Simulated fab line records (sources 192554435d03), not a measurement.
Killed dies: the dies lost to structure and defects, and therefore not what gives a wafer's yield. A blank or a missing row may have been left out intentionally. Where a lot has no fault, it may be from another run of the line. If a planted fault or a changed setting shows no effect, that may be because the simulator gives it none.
fab line records -- flow n5Finfet
record lots=4, wafers=12, lastDay=17
route steps=1938 shown BEOL_M8@1392 BEOL_M9@1401 PASSIVATION@1936
lots that met no fault: from a run of the same line without faults
startH: the number of hours between the record's first day and the start of the first shown wafer of the lot -- waitH: hours since the lot's step before -- " repeats the value in the row above -- L1.1+2: a row that stands for several wafers -- - either no value or no given start -- * or withheld: withheld -- < > ~ a bound
route shown NAME@n: a module of which the file shows steps, and the number in the route of the first -- usual: mean/standard deviation taken from wafers without a fault -- same: alike in all rows -- chamber/n: place in a boat -- sites: readings site by site -- _std_site: the values' standard deviation -- _edge_site: inner sites' mean taken away from outer sites' mean -- radiusMm: for every site, how far away it sits from the centre of the wafer -- mask NAME#n: copy n -- behind: the tool/chamber that last shaped the wafer -- hold: why the lot was held/for how many hours/how that ended -- device: the transistor (n, p or np) that didn't switch -- end of line: the route-end tests of the same wafers -- step lacking rows: just its recipe -- killed: dies that structure and defects cost at the first sort, which is not the same as the wafer's yield -- map: per-die view of a wafer (x killed, . not killed, _ where there is no die)
set.NAME: the setting as run; set.NAME@STEP: as run at that earlier step -- model.NAME: the simulator's own value behind a step, which no gauge read
lots at some steps of the route; a table a step, a row a wafer
services: when a tool's chamber went out of use (startH, in hours from the record's first day, below 0 if earlier), for how many hours, and the reason
## steps
# step N5_BEOL_M8_SPUTTER_48
# recipe material=Cu, targetThkA=100, tempC=-20, biasV=60, powerW=26000, chamberPressurePa=0.13, timeS=1.667
# step N5_BEOL_M8_ECD_50
# recipe material=Cu, targetThkA=3000
# step N5_BEOL_M8_ANNEAL_51
# recipe tempC=225, timeS=90, ambient=N2
# step N5_BEOL_M8_CMP_52
# recipe stopOn=SiCOH_lowk, tOverpolishS=6.9, downForcePsi=1, platenRpm=50, clearingPlatenDownForcePsi=1.5, clearingPlatenRpm=50, postCmpClean=cuAlkaline, targetThkNm=80, clearingPlatenPadVelocityMS=0.99484, padVelocityMS=0.99484
# step N5_BEOL_M8_PRE_CLEAN_55
# recipe gas=NH3, timeS=15, tempC=withheld, rfPowerW=300
# step N5_BEOL_M8_DEP_56
# recipe material=SiCN, targetThkA=100, tempC=withheld, precursor=3MS/NH3, pressureTorr=3, rfW=202, timeS=17.5
# step N5_BEOL_M9_ILD_DEP_00
# recipe material=SiCOH_lowk, targetThkA=3085.1, tempC=300, precursor=DEMS/porogen, pressureTorr=5, rfW=500, timeS=58
# step N5_BEOL_M9_CURE_71
# recipe tempC=385, timeS=240, ambient=He/Ar, material=SiCOH_lowk
# step N5_BEOL_M9_PECVD_70
# recipe material=SiO2, targetThkA=200, tempC=400, precursor=TEOS/O2, pressureTorr=5.5, rfW=450, teosFlowSccm=53.8, gas=O2, flowSccm=3000, timeS=22.7
# usual heaterPowerW=710/72, showerheadPlenumPTorr=8.80/0.061, susceptorTempC=399.96/0.21, throttleValvePct=22.4/1.4
lot.wafer,tool,chamber,startH,waitH,heaterPowerW,showerheadPlenumPTorr,susceptorTempC,throttleValvePct
L181.1,pecvd-04,0,239.20,0.0,682,8.73,399.63,22.2
L181.2,pecvd-04,2,239.20,0.0,753,8.88,399.95,20.0
L181.4,pecvd-04,0,239.20,0.0,678,8.75,400.10,22.2
L192.3,pecvd-04,1,304.41,0.0,785,8.76,399.87,24.6
L192.5,pecvd-04,2,304.41,0.0,775,8.92,399.86,19.8
L192.6,pecvd-04,1,304.41,0.0,797,8.78,399.44,24.4
L190.2,pecvd-04,2,305.43,0.0,751,8.90,399.71,20.1
L190.5,pecvd-04,0,305.43,0.0,716,8.70,400.00,22.1
L190.6,pecvd-04,1,305.43,0.0,674,8.77,399.89,24.5
L196.3,pecvd-03,2,343.82,0.0,602,8.74,399.87,21.4
L196.4,pecvd-03,0,343.82,0.0,637,8.76,400.19,22.6
L196.6,pecvd-03,1,343.82,0.0,797,8.90,399.95,23.3
# step N5_BEOL_M9_HM_DEP_02
# recipe material=TiN, targetThkA=200, tempC=25, chamberPressurePa=0.49996
# step N5_BEOL_M9_COAT_59
# recipe resist=SOC, tempC=250, timeS=60, spinRpm=1500, resistThkNm=100
# step N5_BEOL_M9_COAT_60
# recipe resist=SiARC, tempC=220, timeS=60, spinRpm=1500, resistThkNm=30
# step N5_BEOL_M9_COAT_05
# recipe resist=CAR-ArF, spinRpm=1500, resistThkNm=90
# step N5_BEOL_M9_EBR_07
# recipe solvent=PGMEA, ebrWidthMm=1.5
# step N5_BEOL_M9_SOFTBAKE_06
# recipe tempC=110, timeS=60, resist=CAR-ArF
# step N5_BEOL_M9_EXPOSE_08
# recipe maskId=M9, na=1.35, sourceShape=dipole, sigmaInner=0.411, sigmaOuter=0.611, polarization=te, doseMj=53.75
# step N5_BEOL_M9_PEB_09
# recipe pebTempC=withheld, pebTimeS=60, resist=CAR-ArF
# step N5_BEOL_M9_DEVELOP_10
# recipe developTimeS=30, developer=TMAH, resist=CAR-ArF, rinseLiquid=diw, dry=airSpin, devTempC=23
# step N5_BEOL_M9_INSPECT_13
# recipe mode=adi, inspectInstrument=brightfield
# usual rawDefectCount=407/100
lot.wafer,tool,chamber,startH,waitH,rawDefectCount
L181.1,defectInspect-02,-,239.83,0.0,412
L181.2,defectInspect-02,-,239.83,0.0,317
L181.4,defectInspect-02,-,239.83,0.0,292
L192.3,defectInspect-01,-,306.73,0.0,849
L192.5,defectInspect-01,-,306.73,0.0,804
L192.6,defectInspect-01,-,306.73,0.0,900
L190.2,defectInspect-01,-,307.20,0.0,702
L190.5,defectInspect-01,-,307.20,0.0,832
L190.6,defectInspect-01,-,307.20,0.0,765
L196.3,defectInspect-02,-,345.26,0.0,367
L196.4,defectInspect-02,-,345.26,0.0,341
L196.6,defectInspect-02,-,345.26,0.0,345
# step N5_BEOL_M9_DESCUM_16
# recipe chemistry=O2, timeS=7.9, sourcePowerW=50, biasPowerW=20, pressureMtorr=20, rfFrequencyHz=2.712e+07, tempC=40, resist=CAR-ArF, o2FlowSccm=225
# step N5_BEOL_M9_ETCH_61
# recipe chemistry=CF4, target=SiARC, targetDepthA=390, maskMaterial=CAR-ArF, timeS=65, ionEnergyEv=80, pressureMtorr=40, sourceW=545, biasW=36, Ar_flow_sccm=100, cf4FlowSccm=100, ends=cleared
# step N5_BEOL_M9_ETCH_62
# recipe chemistry=N2/H2, target=SOC, targetDepthA=1100, overetchA=220, maskMaterial=SiARC, tempC=40, timeS=165, ionEnergyEv=200, pressureMtorr=30, sourceW=840, biasW=150, n2FlowSccm=200, h2FlowSccm=200
# step N5_BEOL_M9_STRIP_68
# recipe chemistry=N2/H2, tempC=40, n2FlowSccm=200, h2FlowSccm=200, rfFrequencyHz=6e+07
# step N5_BEOL_M9_STRIP_67
# recipe chemistry=CF4, resist=SiARC, powerW=300, biasPowerW=75, pressureMtorr=50, cf4FlowSccm=150, rfFrequencyHz=6e+07
# step N5_BEOL_M9_HM_OPEN_17
# recipe chemistry=Cl2/BCl3, targetDepthA=200, overetchA=60, target=TiN, maskMaterial=SOC, ionEnergyEv=150, pressureMtorr=10, icpW=1000, biasW=126, Cl2_flow_sccm=53.25, bcl3FlowSccm=21.75, Ar_flow_sccm=25
# step N5_BEOL_M9_STRIP_19
# recipe chemistry=O2, powerW=400, tempC=40, pressureMtorr=30, rfFrequencyHz=6e+07, biasPowerW=0, overashFraction=0.2, o2FlowSccm=225
# step N5_BEOL_M9_COAT_63
# recipe resist=SOC, tempC=250, timeS=60, spinRpm=1500, resistThkNm=60
# step N5_BEOL_M9_COAT_64
# recipe resist=SiARC, tempC=220, timeS=60, spinRpm=1500, resistThkNm=12
# step N5_BEOL_M9_COAT_75
# recipe resist=underlayer, tempC=205, timeS=60, spinRpm=1500, resistThkNm=5
# step N5_BEOL_M9_COAT_22
# recipe resist=CAR-EUV, spinRpm=1500, resistThkNm=30
# step N5_BEOL_M9_EBR_24
# recipe solvent=PGMEA, ebrWidthMm=1.5
# step N5_BEOL_M9_SOFTBAKE_23
# recipe tempC=110, timeS=60, resist=CAR-EUV
# step N5_BEOL_M9_EXPOSE_25
# recipe maskId=V8, na=0.33, sourceShape=annular, sigmaInner=0.4, sigmaOuter=0.8, polarization=unpolarized, doseMj=37.25
# step N5_BEOL_M9_PEB_26
# recipe pebTempC=100, pebTimeS=60, resist=CAR-EUV
# step N5_BEOL_M9_DEVELOP_27
# recipe developTimeS=30, developer=TMAH, resist=CAR-EUV, rinseLiquid=surfactantRinse, dry=airSpin, devTempC=23
# step N5_BEOL_M9_INSPECT_30
# recipe mode=adi, inspectInstrument=brightfield
# usual rawDefectCount=423/110
lot.wafer,tool,chamber,startH,waitH,rawDefectCount
L181.1,defectInspect-01,-,240.71,0.1,480
L181.2,defectInspect-01,-,240.71,0.1,385
L181.4,defectInspect-01,-,240.71,0.1,341
L192.3,defectInspect-01,-,307.74,0.0,806
L192.5,defectInspect-01,-,307.74,0.0,804
L192.6,defectInspect-01,-,307.74,0.0,888
L190.2,defectInspect-02,-,308.84,0.0,673
L190.5,defectInspect-02,-,308.84,0.0,767
L190.6,defectInspect-02,-,308.84,0.0,690
L196.3,defectInspect-01,-,348.17,0.0,428
L196.4,defectInspect-01,-,348.17,0.0,398
L196.6,defectInspect-01,-,348.17,0.0,394
# step N5_PASSIVATION_PROBE_49
# usual defectLimitedYield=91.3/1.5, killed_at_M0_to_M3=34/11, killed_at_M4_up=14/6.1, killedAtContacts=12/5.9, killedAtFrontEnd=39/11, killedAtOther=4/3.3, killedDies=102/18, killedOpen=67/13, killedShort=33/7.9, sort_bin_5_function=5.1/1, sort_bin_6_memory=3.3/0.7, sortNPass=1077/19, sortYieldPct=91.3/1.6
# same grossDies=1180, killedAtBackSide=0, sort_bin_4_leakage[%]=0, sort_bin_8_speed[%]=0
lot.wafer,tool,chamber,startH,waitH,defectLimitedYield[%],killed_at_M0_to_M3,killed_at_M4_up,killedAtContacts,killedAtFrontEnd,killedAtOther,killedDies,killedOpen,killedShort,sort_bin_5_function[%],sort_bin_6_memory[%],sortNPass,sortYieldPct[%]
L192.3,prober-02,-,373.53,0.1,90.6,25,51,4,25,6,111,47,24,5.6,2.9,1069,90.6
L192.5,prober-02,-,373.63,0.2,85.7,21,107,7,33,1,169,40,27,10.0,3.4,1011,85.7
L192.6,prober-02,-,373.68,0.3,88.4,36,54,9,36,2,137,53,37,7.7,3.0,1043,88.4
L190.2,prober-02,-,376.34,0.1,81.6,34,123,15,44,1,217,78,29,11.8,5.1,963,81.6
L190.5,prober-02,-,376.49,0.2,82.7,27,134,6,32,5,204,77,22,12.1,3.9,976,82.7
L190.6,prober-02,-,376.54,0.3,86.3,39,64,10,43,6,162,92,32,7.5,5.2,1018,86.3
L196.3,prober-01,-,405.57,0.1,89.5,48,13,19,43,1,124,90,34,5.8,4.4,1056,89.5
L196.4,prober-01,-,405.62,0.2,92.2,37,10,6,34,5,92,58,32,4.7,2.7,1088,92.2
L196.6,prober-01,-,405.72,0.3,87.7,42,34,28,35,6,145,96,48,8.1,4.1,1035,87.7
# killed by level:class
L192.3 BEOL_M9:unspecified=39 BEOL_M0_SAQP:geometricParticle:short=9 BEOL_M0_SAQP:geometricParticle:open=7 STI_FIN_REVEAL:geometricParticle:open=5 BEOL_M1:geometricParticle:open=5 STARTING-WAFER:geometricParticle:short=4 BEOL_M4:geometricParticle:open=4 GATE_CUT:geometricParticle:open=3
L192.5 BEOL_M9:unspecified=98 FIN_SAQP:geometricParticle:open=7 BEOL_M3:geometricParticle:open=5 MOL_CONTACT_COAG:geometricParticle:open=4 BEOL_M0_SAQP:geometricParticle:short=4 STARTING-WAFER:geometricParticle:short=4 FIN_SAQP:geometricParticle:short=3 GATE_CUT:geometricParticle:short=3
L192.6 BEOL_M9:unspecified=43 BEOL_M0_SAQP:geometricParticle:short=11 BEOL_M0_SAQP:geometricParticle:open=10 FIN_SAQP:geometricParticle:short=7 FIN_SAQP:geometricParticle:open=7 MOL_CONTACT_COAG:geometricParticle:open=7 BEOL_M3:geometricParticle:open=6 STARTING-WAFER:geometricParticle:open=4
L190.2 BEOL_M9:unspecified=108 BEOL_M2:geometricParticle:open=15 STI_FIN_REVEAL:geometricParticle:open=12 FIN_SAQP:geometricParticle:open=10 MOL_CONTACT_COAG:geometricParticle:open=9 BEOL_M0_SAQP:geometricParticle:open=8 DUMMY_GATE:geometricParticle:open=7 MOL_CONTACT_COAG:geometricParticle:short=6
L190.5 BEOL_M9:unspecified=98 BEOL_M4:geometricParticle:open=19 BEOL_M2:geometricParticle:open=10 FIN_SAQP:geometricParticle:open=7 STI_FIN_REVEAL:geometricParticle:open=6 DUMMY_GATE:geometricParticle:open=5 MOL_CONTACT_COAG:geometricParticle:open=5 BEOL_M5:geometricParticle:open=5
L190.6 BEOL_M9:unspecified=35 BEOL_M4:geometricParticle:open=15 BEOL_M2:geometricParticle:open=14 STI_FIN_REVEAL:geometricParticle:open=13 MOL_CONTACT_COAG:geometricParticle:open=10 FIN_SAQP:geometricParticle:short=6 BEOL_M0_SAQP:geometricParticle:short=6 ILD0:geometricParticle:open=6
L196.3 MOL_CONTACT_COAG:geometricParticle:open=16 BEOL_M0_SAQP:geometricParticle:short=10 STI_FIN_REVEAL:geometricParticle:open=10 BEOL_M0_SAQP:geometricParticle:open=10 FIN_SAQP:geometricParticle:open=9 BEOL_M1:geometricParticle:open=8 BEOL_M2:geometricParticle:open=7 GATE_CUT:geometricParticle:short=6
L196.4 BEOL_M2:geometricParticle:open=7 BEOL_M0_SAQP:geometricParticle:open=7 BEOL_M1:geometricParticle:open=7 FIN_SAQP:geometricParticle:open=6 BEOL_M3:geometricParticle:open=5 STI_FIN_REVEAL:geometricParticle:open=5 GATE_CUT:geometricParticle:short=5 BEOL_M0_SAQP:geometricParticle:short=5
L196.6 MOL_CONTACT_COAG:geometricParticle:open=23 BEOL_M4:geometricParticle:open=18 BEOL_M3:geometricParticle:open=11 BEOL_M0_SAQP:geometricParticle:short=9 BEOL_M2:geometricParticle:open=7 STI_FIN_REVEAL:geometricParticle:open=6 FIN_SAQP:geometricParticle:short=5 DUMMY_GATE:geometricParticle:open=5
# map L190.2 (x killed, . not)
_________________.x..........________________
______________....x............._____________
___________..........x.x..x........__________
__________....x........x....x..x...._________
________..........x.........x........._______
_______.........xx...x..xx....x..x....x______
______..x.x............xx..xx..x.x......_____
_____.........x..........xxx...xxx...x...____
____.....x.......x.x.xxxxxxxxxx........x..___
___.....x......x.....xxxxxxxxxx.x.....x....__
___..........x.......xxxxxxxxxxxxx.........__
__.................xxxxxxxxxxxxxx..........._
__...............x...xxx.xxxxxx.x.x........._
_...............x...xxxxxxxxxxxxxx...........
_..x.........x.......xxxxxxxxxxx..x.x...x...x
_....................x..xxxxxxxx.x..x........
_x..x..........x.....x..xx..xxxx.............
_.x..........x..........x.x.x....x.x.........
_..........x...........x..x............x.....
_..x.x...x.....x...x.x...........x....x.....x
_.....x.x.x...x...............x..............
__.........................................._
__....x...............x..x...x.............._
___...................x.........x..........__
___......x.....x..xx.............x.x.......__
____..x......................x............___
_____..x....................x.....xx.....____
______x....x.......xx....x....x.x......._____
_______................................______
________.x.....x..x.....x..x.x........_______
__________........x................._________
___________........................__________
______________.....x......x....._____________
_________________..x.....x...________________
# map L192.5 (x killed, . not)
_________________............________________
______________.................._____________
___________..x...x.................__________
__________.........................._________
________..................x..x........_______
_______..xx..x........x....x...........______
______................x.x..x....xxx....._____
_____...................x.xx.............____
____...x......x......xxxxxxxxxxx..........___
___.........x........x.xxxxxxxxx.x....x....__
___....x...x.........x.xxxxxxxxxxxx...x....__
__....................xxxxxxxxxxx..........._
__....x......x.x......xxxxxxxxxxxx.....x...._
_.......x..x.x.......xxx.xxxxxxx.xxx.........
_x.........x..........xxxxxxxxx.x.x.........x
_...........xx......x.x.xxx.xxxx.x...........
_.................x.......x...x..............
_.........................xx..xx...........x.
_...........x....x..x.x......................
_..............x...................xx........
_..........x.................................
__..............................x..........._
__x...........................x..........x.._
___............x.......................x...__
___..x........x............................__
____....x.......................xx........___
_____............................x.......____
______....x.................x..........._____
_______..............xx...........x..x.______
________......x..........x...x........_______
__________.........................._________
___________.........x......x.......__________
______________x................._____________
_________________............________________
## services
tool,chamber,startH,hours,kind
pecvd-03,2,270.65,2.1,repair
pecvd-03,1,288.67,5.5,scheduledDown
pecvd-03,0,303.45,5.0,repair
## key
firstSign step=N5_BEOL_M9_INSPECT_13, reading=rawDefectCount, direction=up, sigmas=4, usual=407, struck=809
effect step=N5_BEOL_M9_INSPECT_30, reading=rawDefectCount, direction=up, sigmas=3.2, usual=423, struck=771
effect step=N5_PASSIVATION_PROBE_49, reading=killed_at_M4_up, direction=up, sigmas=12, usual=14, struck=89
moreKillsBornAt N5_BEOL_M9_PECVD_70@pecvd-04=421
metAt N5_BEOL_M9_PECVD_70
struckWafers L190.2,L190.5,L190.6,L192.3,L192.5,L192.6
onsetBetween 239.20 304.41
fault kind=chamberParticleSource, tool=pecvd-04, chamber=-, onsetH=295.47, steps=N5_BEOL_M9_PECVD_70, ratePerVisitCm2=0.51565, endH=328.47
